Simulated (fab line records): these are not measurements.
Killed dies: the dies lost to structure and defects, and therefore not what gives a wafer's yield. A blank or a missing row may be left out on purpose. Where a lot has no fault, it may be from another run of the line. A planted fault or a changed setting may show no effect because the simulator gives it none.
The same fault as seen by 2 desks + flow nand harc + numbers are kept per desk, each desk with only its own; the story behind them comes last

## METROLOGY DESK
Means of the sampled wafers that have a number, per lot and without regard to the tool the lot ran on: this is what the gauges read. If a lot's mean is further than 4 standard deviations from the usual mean, the lot is out of limits and carries the mark OUT (the distance appears in the brackets).
Columns: A = cd nm at NHARC_A_M1_CD_MEAS_16, usual 119.8 nm
| lot  | first seen here | A     |
|------|-----------------|-------|
| L148 | day 23 09:25    | 119.2 |
| L149 | day 23 11:07    | 119.2 |
| L150 | day 23 18:16    | 119.4 |
| L151 | day 23 19:19    | 119.6 |
| L153 | day 24 15:43    | 119.7 |
| L152 | day 24 17:39    | 120.2 |
| L155 | day 25 10:11    | 121.8 |
| L156 | day 26 19:18    | 120.2 |
| L159 | day 27 10:16    | 119.3 |
| L166 | day 30 15:02    | 119.9 |
| L168 | day 31 01:55    | 119.5 |
| L170 | day 32 06:18    | 118.9 |
| L171 | day 32 16:25    | 120.6 |
This desk's finding: nothing out of limits on any of the 13 lots.

## THE TOOL OWNER'S DESK: wet bench-10
The tool's own readings at NHARC_A_M1_STRIP_19 (strips in post etch residue remover, time 600 s): means of the sampled wafers that have a number, for each lot that ran on this tool. If a lot's mean is further than 4 standard deviations from the usual mean, the lot is out of limits and carries the mark OUT (the distance appears in the brackets).
Columns: A = run length s at NHARC_A_M1_STRIP_19, usual 603.1 s
| lot  | first seen here | A               |
|------|-----------------|-----------------|
| L148 | day 23 10:17    | 601.4           |
| L149 | day 23 11:34    | 603.0           |
| L150 | day 23 18:42    | 602.2           |
| L151 | day 23 19:46    | 603.8           |
| L153 | day 24 16:10    | 602.8           |
| L159 | day 27 10:42    | 603.3           |
| L166 | day 30 15:29    | 635.7 (+30) OUT |
| L168 | day 31 02:22    | 637.1 (+31) OUT |
This desk's finding: out of limits on L166, L168; first on L166, day 30 15:29 (run length s at NHARC_A_M1_STRIP_19). In limits: L148, L149, L150, L151, L153, L159.

## TAKEN TOGETHER
An alarm could have come from the tool owner's desk at day 30 15:29, on L166, L168.
The metrology desk saw nothing out of limits.
The metrology desk holds a record of L166, L168, inside its limits.
All the named lots went through NHARC_A_M1_STRIP_19 on wet bench-10.

## WHAT WAS PUT IN BY THE SIMULATOR
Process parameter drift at NHARC_A_M1_STRIP_19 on wet bench-10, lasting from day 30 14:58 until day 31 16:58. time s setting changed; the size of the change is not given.
Lots struck among those shown: L166, L168.
Time in hours from fault onset to the first out-of-limits reading at each desk: the tool owner's desk, 1.
